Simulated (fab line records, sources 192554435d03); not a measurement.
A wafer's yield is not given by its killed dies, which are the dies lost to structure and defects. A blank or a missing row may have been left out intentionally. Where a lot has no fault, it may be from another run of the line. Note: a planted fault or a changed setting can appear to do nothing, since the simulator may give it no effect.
Matching of chambers | flow n5 finfet | 4 sister chambers for N5_BEOL_M9_ALD_74 on ald metal-03
The step deposits TaN, target thk 2 nm, pulse time 2 s, purge time 3 s. 4 wafers are shown with their chamber, then 10 later ones without.

WAFERS PAIRED WITH THEIR CHAMBERS
wafer  | chamber | heater power w (W)
L088.4 | 3       | 366
L087.6 | 1       | 452
L089.1 | 0       | 425
L089.3 | 2       | 412

WAFERS WITH NO CHAMBER GIVEN
wafer  | heater power w (W)
L089.5 | 448
L094.1 | 451
L094.2 | 395
L094.5 | 419
L092.3 | 398
L092.4 | 360
L092.5 | 357
L096.3 | 401
L096.5 | 411
L096.6 | 461

CHAMBER TAKEN BY EACH
wafer  | from the rows above          | in truth
L089.5 | 1                            | 1
L094.1 | 1                            | 1
L094.2 | can't be placed: 2 or 3 or 0 | 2
L094.5 | can't be placed: 0 or 2      | 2
L092.3 | can't be placed: 2 or 0 or 3 | 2
L092.4 | 3                            | 3
L092.5 | 3                            | 3
L096.3 | can't be placed: 2 or 0      | 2
L096.5 | can't be placed: 2 or 0      | 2
L096.6 | 1                            | 1
5 of 10 placed correctly. From these rows, 5 cannot be placed; in 5 the true chamber is one of the candidates. Number placed wrongly: 0.
How it was worked out, from the rows above alone: a wafer's distance from a chamber is the root of the sum, over the readings, of the square of ((its reading less the chamber's mean) divided by the reading's scatter). The wafer belongs to the nearest chamber; if the next one is less than 2 further off, it can't be placed. Each chamber's mean is taken over the wafers shown for it. The scatter: root of mean squared gap, hidden wafer to nearest shown wafer, with one shown wafer a chamber.
